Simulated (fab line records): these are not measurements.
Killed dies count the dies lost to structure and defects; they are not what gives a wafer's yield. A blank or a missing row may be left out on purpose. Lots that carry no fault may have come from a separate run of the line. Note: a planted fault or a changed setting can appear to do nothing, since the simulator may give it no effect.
Code-filled problem report in 8D (eight disciplines) form	flow nandHarc	the parts of the form that need people (team, actions taken, sign-off) are left out

## 1. THE ISSUE
cdNm at NHARC_P_ZERO_WELL_CD_MEAS_52 reads a mean of 2044.5 nm on 6 wafers of 2 lots; wafers without a fault read 2000.1 nm with a standard deviation of 1.5. Relative to the usual mean, that is a shift of +30 standard deviations.
The step: target cd 2000 nm.
Seen first at day 5 17:46 on cdSem-01, wafer L967.1. The record has a number at this step for 36 wafers belonging to 12 lots. By rule, "out" or "out of limits" means more than 4 standard deviations away from the usual mean. The rest of the wafers with a number are treated as sound.

## 2. WHAT IT IS; WHAT IT IS NOT
question	is	is not
which readings at this step	cdNm	-
which lots	L967, L969	L951, L952, L954, L956, L959, L961, L964, L970, L971, L974
which wafers of those lots	all that have a number	-
read on which gauges	cdSem-01, cdSem-03	cdSem-02
when	from day 5 17:46	up to then (21 sound wafers); but 9 sound wafers of L970, L971, L974 came after

## 3. SUSPECTS, AND WHAT RULES EACH OUT
Counting: any tool at a process step up to the reading is kept as a suspect provided that every lot that is out went through it and no sound lot did after the first of them.
- the gauge at NHARC_P_ZERO_WELL_CD_MEAS_52: ruled out. The wafers that are out were read on 2 gauges (cdSem-01, cdSem-03).
- rieDiel-10 at NHARC_P_ZERO_WELL_DESCUM_26 (chemistry O2, time 3 s): ruled out as a lasting fault. The sound lots L971 went through it after L967, its earliest lot that is out (day 5 14:46).
- krfScanner-01 at NHARC_P_ZERO_WELL_EXPOSE_49 (exposes mask P HVPW, target cd 2000 nm): kept. It processed each lot that is out, first L967 at day 5 17:37, and no sound lot thereafter; up to then, the last sound lot it processed was L964 at day 4 23:43. Out on those wafers are its own readings of exposureDoseMJCm2.
Remaining after the count: krfScanner-01 at NHARC_P_ZERO_WELL_EXPOSE_49.

## 4. THE CAUSE (what the simulator had put in)
Process parameter drift: krfScanner-01, from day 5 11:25 on, at NHARC_P_ZERO_WELL_EXPOSE_49. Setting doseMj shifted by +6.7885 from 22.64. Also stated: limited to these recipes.
This tool alone remained once counting was done.

## 5. THE EFFECT CHAIN, in route order
Each row: a reading where the mean over the struck wafers with a number is more than 3 standard deviations away from the usual. Readings are gone through only where the record gives a usual standard deviation; hours: the median, over the lots, of the time from a lot's start at the first step in this table giving one to that lot's start at this step; sigmas: the change measured in usual standard deviations.
hours	step	reading	usual	on struck wafers	change	sigmas
0	NHARC_P_ZERO_WELL_EXPOSE_49	exposureDoseMJCm2	22.640	29.430	+6.790	+99 or more
0	NHARC_P_ZERO_WELL_CD_MEAS_52	cdNm	2000.1 nm	2044.5	+44.4	+30
It contains these process steps:
- NHARC_P_ZERO_WELL_EXPOSE_49: exposes mask P HVPW, target cd 2000 nm.
Later steps that measure or inspect, where all struck wafers having a row at the step show a number for every such reading and not one has moved that far: NHARC_P_STI_INSPECT_25, NHARC_END_SORT_01.

## 6. HOW IT WOULD HAVE BEEN CAUGHT EARLIER
The first out-of-limits reading at a measuring or inspecting step in this record came at day 5 17:46, 6 hours after the fault's start at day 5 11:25.
The tool's own readings at NHARC_P_ZERO_WELL_EXPOSE_49 were out on every struck wafer that the step has a row for (exposureDoseMJCm2): an alarm limit on them would have fired on the first of those.
L969, from the lots that are out (2), started NHARC_P_ZERO_WELL_EXPOSE_49 on krfScanner-01 later than day 5 17:46. Holding the tool at that time would have saved it.
